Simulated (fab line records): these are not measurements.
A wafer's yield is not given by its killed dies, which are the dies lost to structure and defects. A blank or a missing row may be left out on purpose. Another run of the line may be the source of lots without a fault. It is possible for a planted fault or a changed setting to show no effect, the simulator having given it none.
Which tool was responsible? | flow nand_harc | 72 wafers from 24 lots sampled at 6 of the route's 1302 steps

== WHAT THE GAUGES SHOWED, per wafer ==
NHARC_A_SGD_CUT_OVL_MEAS_10.
lot  | measured     | on         | overlay_x_nm (nm) | overlay_y_nm (nm)
L074 | day 19 16:21 | overlay-02 | -1.0 -0.8 -0.8    | 0.5 0.2 -0.1
L075 | day 20 00:04 | overlay-02 | -0.3 -0.1 -1.0    | 0.1 0.3 0.5
L076 | day 20 10:27 | overlay-01 | -0.5 -0.4 -0.1    | 0.4 -0.5 -0.6
L077 | day 20 20:16 | overlay-02 | 1.4 1.7 1.8       | 0.4 0.3 0.1
L078 | day 20 20:32 | overlay-01 | 1.7 1.0 1.8       | -0.1 -0.4 0.2
L079 | day 20 20:50 | overlay-02 | 1.2 1.3 0.9       | 0.7 0.7 0.8
L080 | day 21 17:22 | overlay-02 | -0.1 0.5 0.3      | 0.5 0.3 0.2
L081 | day 21 22:30 | overlay-01 | 0.3 0.6 0.2       | 0.2 0.4 -0.1
L082 | day 22 16:34 | overlay-02 | -0.3 0.7 -0.1     | -1.5 -1.7 -1.7
L085 | day 23 14:38 | overlay-01 | 1.5 1.4 1.4       | 1.0 -0.1 -0.3
L084 | day 23 17:25 | overlay-01 | -0.1 -0.4 0.1     | 1.0 0.8 0.7
L083 | day 23 14:47 | overlay-02 | 0.0 0.0 0.3       | -0.9 -1.6 -0.9
L086 | day 24 17:59 | overlay-02 | -0.6 -0.6 -0.6    | 0.5 0.6 -0.1
L087 | day 25 03:48 | overlay-01 | 0.3 0.6 0.6       | -0.7 -0.4 -0.1
L089 | day 25 04:06 | overlay-01 | 0.1 -0.2 -0.1     | -0.2 -1.0 -0.2
L088 | day 25 03:57 | overlay-02 | -2.2 -2.2 -1.5    | 0.3 -0.8 -0.3
L090 | day 25 17:15 | overlay-01 | -1.0 -0.7 -0.4    | 1.4 0.9 1.0
L091 | day 26 10:02 | overlay-01 | 0.5 0.8 0.1       | 0.1 0.0 0.8
L092 | day 26 08:05 | overlay-02 | 0.7 0.3 0.7       | 0.1 0.1 0.0
L093 | day 26 19:45 | overlay-02 | -2.5 -1.9 -2.3    | 0.3 0.0 0.0
L096 | day 27 17:20 | overlay-01 | 0.9 0.5 0.5       | 0.8 0.8 0.5
L095 | day 27 16:32 | overlay-01 | 0.2 0.4 0.6       | 0.3 -0.9 -0.7
L094 | day 28 02:13 | overlay-02 | 1.0 0.5 0.6       | -1.2 -0.9 -1.1
L097 | day 28 18:56 | overlay-01 | -0.2 0.3 0.0      | 1.8 2.7 2.4

NHARC_A_SGD_CUT_INSPECT_11.
lot  | measured     | on                | raw_defect_count
L074 | day 19 16:23 | defect_inspect-02 | 109 100 96
L075 | day 20 00:07 | defect_inspect-02 | 13 11 15
L076 | day 20 10:29 | defect_inspect-02 | 22 16 14
L077 | day 20 20:18 | defect_inspect-02 | 81 76 92
L078 | day 20 20:35 | defect_inspect-01 | 54 57 53
L079 | day 20 20:52 | defect_inspect-02 | 55 79 61
L080 | day 21 17:24 | defect_inspect-01 | 62 69 68
L081 | day 21 22:32 | defect_inspect-01 | 23 32 31
L082 | day 22 16:36 | defect_inspect-02 | 25 36 34
L085 | day 23 14:41 | defect_inspect-02 | 79 90 72
L084 | day 23 17:27 | defect_inspect-01 | 53 54 53
L083 | day 23 14:50 | defect_inspect-01 | 81 87 101
L086 | day 24 18:01 | defect_inspect-02 | 37 39 47
L087 | day 25 03:50 | defect_inspect-02 | 68 76 97
L089 | day 25 04:08 | defect_inspect-01 | 93 96 86
L088 | day 25 03:59 | defect_inspect-01 | 16 21 13
L090 | day 25 17:17 | defect_inspect-01 | 73 89 103
L091 | day 26 10:04 | defect_inspect-02 | 54 46 46
L092 | day 26 08:07 | defect_inspect-01 | 95 86 92
L093 | day 26 19:47 | defect_inspect-02 | 58 55 48
L096 | day 27 17:22 | defect_inspect-01 | 44 38 50
L095 | day 27 16:35 | defect_inspect-02 | 49 46 76
L094 | day 28 02:16 | defect_inspect-02 | 22 19 21
L097 | day 28 18:59 | defect_inspect-01 | 25 33 22

== WHAT TOOL EACH LOT RAN ON (gives the tool, then ch and the chambers of the sampled wafers, and finally the start) ==
lot  | NHARC_A_STAIRCASE_DEP_322       | NHARC_A_STAIRCASE_CMP_450     | NHARC_A_STAIRCASE_ETCHBACK_157     | NHARC_A_STAIRCASE_DEP_471
L074 | pecvd-01 ch 1,2, day 18 13:13   | cmp-02 ch 0,2,3, day 19 13:49 | rie_diel-09 ch 1,2,3, day 19 14:43 | pecvd-01 ch 0,1,2, day 19 14:59
L075 | pecvd-04 ch 0,1,2, day 18 21:08 | cmp-03 ch 1,3, day 19 21:21   | rie_diel-03 ch 0,1,3, day 19 22:16 | pecvd-01 ch 0,1,2, day 19 22:38
L076 | pecvd-02 ch 1,2, day 19 06:21   | cmp-02 ch 1,2,3, day 20 07:45 | rie_diel-06 ch 0,1,2, day 20 08:40 | pecvd-04 ch 0,1, day 20 08:58
L077 | pecvd-04 ch 1,2, day 19 18:02   | cmp-02 ch 0,1,3, day 20 17:37 | rie_diel-06 ch 2,3, day 20 18:29   | pecvd-01 ch 1,2, day 20 18:48
L078 | pecvd-01 ch 0,1,2, day 19 18:16 | cmp-02 ch 0,1,2, day 20 17:54 | rie_diel-06 ch 0,3, day 20 18:47   | pecvd-04 ch 1,2, day 20 19:05
L079 | pecvd-01 ch 0,1, day 19 18:39   | cmp-01 ch 0,1,2, day 20 18:10 | rie_diel-06 ch 0,2,3, day 20 19:04 | pecvd-01 ch 1,2, day 20 19:20
L080 | pecvd-02 ch 0,1,2, day 20 13:08 | cmp-02 ch 0,2,3, day 21 14:37 | rie_diel-09 ch 0,2,3, day 21 15:31 | pecvd-04 ch 0,1,2, day 21 15:53
L081 | pecvd-04 ch 0,1,2, day 20 20:35 | cmp-01 ch 0,1,2, day 21 19:48 | rie_diel-06 ch 0,2,3, day 21 20:44 | pecvd-02 ch 0,2, day 21 21:02
L082 | pecvd-04 ch 1,2, day 21 16:13   | cmp-01 ch 1,2,3, day 22 13:53 | rie_diel-09 ch 0,1,2, day 22 14:47 | pecvd-04 ch 1,2, day 22 15:04
L085 | pecvd-02 ch 0,2, day 22 13:29   | cmp-02 ch 1,3, day 23 11:59   | rie_diel-09 ch 0,1,3, day 23 12:55 | pecvd-04 ch 0,1,2, day 23 13:09
L084 | pecvd-01 ch 0,1,2, day 22 13:35 | cmp-01 ch 0,1,3, day 23 14:45 | rie_diel-09 ch 0,2,3, day 23 15:38 | pecvd-02 ch 0,2, day 23 15:55
L083 | pecvd-04 ch 1,2, day 22 13:41   | cmp-01 ch 0,2, day 23 12:00   | rie_diel-06 ch 0,1,2, day 23 12:56 | pecvd-01 ch 0,2, day 23 13:14
L086 | pecvd-04 ch 0,2, day 23 16:37   | cmp-03 ch 1,3, day 24 15:27   | rie_diel-03 ch 1,3, day 24 16:20   | pecvd-04 ch 0,2, day 24 16:40
L087 | pecvd-04 ch 0,2, day 24 04:14   | cmp-03 ch 1,2,3, day 25 01:06 | rie_diel-03 ch 0,1,3, day 25 02:02 | pecvd-01 ch 0,1, day 25 02:17
L089 | pecvd-01 ch 0,2, day 24 04:14   | cmp-01 ch 0,3, day 25 01:23   | rie_diel-06 ch 2,3, day 25 02:16   | pecvd-04 ch 0,2, day 25 02:35
L088 | pecvd-02 ch 1,2, day 24 04:18   | cmp-01 ch 2,3, day 25 01:08   | rie_diel-09 ch 1,2,3, day 25 02:04 | pecvd-02 ch 1,2, day 25 02:22
L090 | pecvd-01 ch 0,1,2, day 24 16:18 | cmp-03 ch 1,3, day 25 14:36   | rie_diel-09 ch 0,1,3, day 25 15:31 | pecvd-04 ch 0,2, day 25 15:46
L091 | pecvd-01 ch 0,1, day 25 05:46   | cmp-03 ch 1,2,3, day 26 07:30 | rie_diel-06 ch 1,2,3, day 26 08:22 | pecvd-04 ch 0,1, day 26 08:39
L092 | pecvd-04 ch 0,1,2, day 25 05:50 | cmp-01 ch 2,3, day 26 05:13   | rie_diel-06 ch 0,2,3, day 26 06:07 | pecvd-02 ch 1,2, day 26 06:35
L093 | pecvd-01 ch 0,1,2, day 25 19:37 | cmp-02 ch 0,1,2, day 26 17:07 | rie_diel-09 ch 1,2,3, day 26 18:02 | pecvd-01 ch 0,1,2, day 26 18:19
L096 | pecvd-02 ch 0,1,2, day 26 15:02 | cmp-01 ch 0,1,2, day 27 13:59 | rie_diel-09 ch 0,1,2, day 27 15:07 | pecvd-01 ch 1,2, day 27 15:41
L095 | pecvd-04 ch 1,2, day 26 15:02   | cmp-03 ch 0,1,2, day 27 13:44 | rie_diel-09 ch 0,1,3, day 27 14:42 | pecvd-01 ch 0,1,2, day 27 15:10
L094 | pecvd-02 ch 0,1, day 27 01:42   | cmp-01 ch 0,1,3, day 27 23:34 | rie_diel-03 ch 1,2,3, day 28 00:29 | pecvd-04 ch 0,1, day 28 00:47
L097 | pecvd-01 ch 0,1, day 27 13:48   | cmp-03 ch 1,2,3, day 28 16:15 | rie_diel-09 ch 0,3, day 28 17:10   | pecvd-04 ch 0,1, day 28 17:30
- NHARC_A_STAIRCASE_DEP_322: deposits SiO2, target thk 7200 nm.
- NHARC_A_STAIRCASE_CMP_450: polishes SiO2, target thk 200 nm.
- NHARC_A_STAIRCASE_ETCHBACK_157: etches the open film in CH3F/O2, target depth 90 nm, time 167.14 s.
- NHARC_A_STAIRCASE_DEP_471: deposits SiO2, target thk 100 nm.

== WHAT THE TOOLS THEMSELVES READ (means of the sampled wafers that have a number; where no wafer has one, the mark that the record gives instead) ==
NHARC_A_STAIRCASE_DEP_322.
lot  | tool     | heater_power_w (W)
L074 | pecvd-01 | 659
L075 | pecvd-04 | 644
L076 | pecvd-02 | 672
L077 | pecvd-04 | 611
L078 | pecvd-01 | 700
L079 | pecvd-01 | 668
L080 | pecvd-02 | 680
L081 | pecvd-04 | 647
L082 | pecvd-04 | 656
L085 | pecvd-02 | 649
L084 | pecvd-01 | 715
L083 | pecvd-04 | 590
L086 | pecvd-04 | 600
L087 | pecvd-04 | 682
L089 | pecvd-01 | 712
L088 | pecvd-02 | 622
L090 | pecvd-01 | 648
L091 | pecvd-01 | 640
L092 | pecvd-04 | 594
L093 | pecvd-01 | 654
L096 | pecvd-02 | 650
L095 | pecvd-04 | 642
L094 | pecvd-02 | 573
L097 | pecvd-01 | 642

NHARC_A_STAIRCASE_CMP_450.
lot  | tool   | motor_current_A (A) | pad_life_wafers
L074 | cmp-02 | 11.9                | 50
L075 | cmp-03 | 12.9                | 374
L076 | cmp-02 | 12.0                | 134
L077 | cmp-02 | 11.1                | 176
L078 | cmp-02 | 11.6                | 188
L079 | cmp-01 | 11.5                | 338
L080 | cmp-02 | 11.7                | 254
L081 | cmp-01 | 12.0                | 43
L082 | cmp-01 | 11.5                | 127
L085 | cmp-02 | 11.6                | 43
L084 | cmp-01 | 11.8                | 229
L083 | cmp-01 | 12.5                | 212
L086 | cmp-03 | 12.8                | 31
L087 | cmp-03 | 12.9                | 74
L089 | cmp-01 | 11.3                | 408
L088 | cmp-01 | 11.0                | 396
L090 | cmp-03 | 13.1                | 164
L091 | cmp-03 | 12.3                | 236
L092 | cmp-01 | 11.1                | 54
L093 | cmp-02 | 11.4                | 309
L096 | cmp-01 | 12.0                | 187
L095 | cmp-03 | 12.0                | 338
L094 | cmp-01 | 11.5                | 236
L097 | cmp-03 | 12.3                | 20

NHARC_A_STAIRCASE_ETCHBACK_157.
lot  | tool        | drypump_motor_current_A (A) | oes_product_au (a.u.) | rf_vpp_V (V) | showerhead_plenum_p_Torr (Torr) | throttle_valve_pct (%)
L074 | rie_diel-09 | 5.3                         | 0.94                  | 243.7        | 2.39                            | 20.660
L075 | rie_diel-03 | 5.9                         | 0.92                  | 243.8        | 2.41                            | 20.663
L076 | rie_diel-06 | 5.3                         | 0.92                  | 245.8        | 2.55                            | 20.664
L077 | rie_diel-06 | 5.5                         | 0.93                  | 246.5        | 2.63                            | 20.663
L078 | rie_diel-06 | 5.4                         | 0.92                  | 246.8        | 2.62                            | 20.655
L079 | rie_diel-06 | 5.5                         | 0.99                  | 246.5        | 2.62                            | 20.663
L080 | rie_diel-09 | 5.4                         | 1.01                  | 244.5        | 2.48                            | 20.672
L081 | rie_diel-06 | 5.5                         | 0.98                  | 246.3        | 2.62                            | 20.656
L082 | rie_diel-09 | 5.6                         | 1.00                  | 244.3        | 2.43                            | 20.651
L085 | rie_diel-09 | 5.4                         | 1.00                  | 244.3        | 2.46                            | 20.653
L084 | rie_diel-09 | 5.4                         | 1.00                  | 244.9        | 2.47                            | 20.666
L083 | rie_diel-06 | 5.3                         | 0.92                  | 245.5        | 2.54                            | 20.659
L086 | rie_diel-03 | 5.8                         | 0.93                  | 243.6        | 2.40                            | 20.663
L087 | rie_diel-03 | 5.9                         | 0.92                  | 242.9        | 2.40                            | 20.673
L089 | rie_diel-06 | 5.5                         | 0.91                  | 246.9        | 2.62                            | 20.658
L088 | rie_diel-09 | 5.3                         | 0.93                  | 242.8        | 2.37                            | 20.666
L090 | rie_diel-09 | 5.4                         | 0.95                  | 244.2        | 2.46                            | 20.663
L091 | rie_diel-06 | 5.3                         | 0.95                  | 245.5        | 2.54                            | 20.657
L092 | rie_diel-06 | 5.5                         | 0.91                  | 245.4        | 2.61                            | 20.664
L093 | rie_diel-09 | 5.3                         | 1.00                  | 242.7        | 2.36                            | 20.673
L096 | rie_diel-09 | 5.6                         | 0.99                  | 244.4        | 2.42                            | 20.659
L095 | rie_diel-09 | 5.4                         | 0.92                  | 243.9        | 2.45                            | 20.663
L094 | rie_diel-03 | 5.8                         | 0.99                  | 244.9        | 2.44                            | 20.664
L097 | rie_diel-09 | 5.2                         | 0.99                  | 245.4        | 2.49                            | 20.656

NHARC_A_STAIRCASE_DEP_471.
lot  | tool     | heater_power_w (W) | throttle_valve_pct (%)
L074 | pecvd-01 | 609                | 16.1
L075 | pecvd-01 | 575                | 16.1
L076 | pecvd-04 | 512                | 15.3
L077 | pecvd-01 | 659                | 16.0
L078 | pecvd-04 | 467                | 15.7
L079 | pecvd-01 | 590                | 15.9
L080 | pecvd-04 | 482                | 15.4
L081 | pecvd-02 | 523                | 15.9
L082 | pecvd-04 | 501                | 15.9
L085 | pecvd-04 | 535                | 15.4
L084 | pecvd-02 | 618                | 16.1
L083 | pecvd-01 | 551                | 16.1
L086 | pecvd-04 | 510                | 15.5
L087 | pecvd-01 | 577                | 16.3
L089 | pecvd-04 | 477                | 15.7
L088 | pecvd-02 | 525                | 16.4
L090 | pecvd-04 | 571                | 16.1
L091 | pecvd-04 | 558                | 15.6
L092 | pecvd-02 | 507                | 16.2
L093 | pecvd-01 | 618                | 16.3
L096 | pecvd-01 | 537                | 16.3
L095 | pecvd-01 | 576                | 16.3
L094 | pecvd-04 | 610                | 15.5
L097 | pecvd-04 | 525                | 15.6

== THE ANSWER, worked out from the rows above alone ==
Rule: the lots themselves supply what counts as usual. The widest of any qualifying gaps counts: lots, ordered by their means at a reading, are off when they make up no more than a third of the lots, leave a main group of 4 or more, and stand apart from it by 3 or more times the standard deviation of that group's means. If all means in a main group match to the digits the tables above print for the reading, that group is not used. A lot without any number at a reading at which 4 lots or more have one is off too. All remaining lots with rows at the step are treated as sound. After the gauges, taken in route order, come the tools' own readings; for these a lot's mean is taken, as printed above. The first step at which some lot is off is used, and at that step the reading that is off furthest; a lot without a number counts as furthest.
None of the lots is off at any reading shown; this tells nothing.

== WHAT THE SIMULATOR PUT IN ==
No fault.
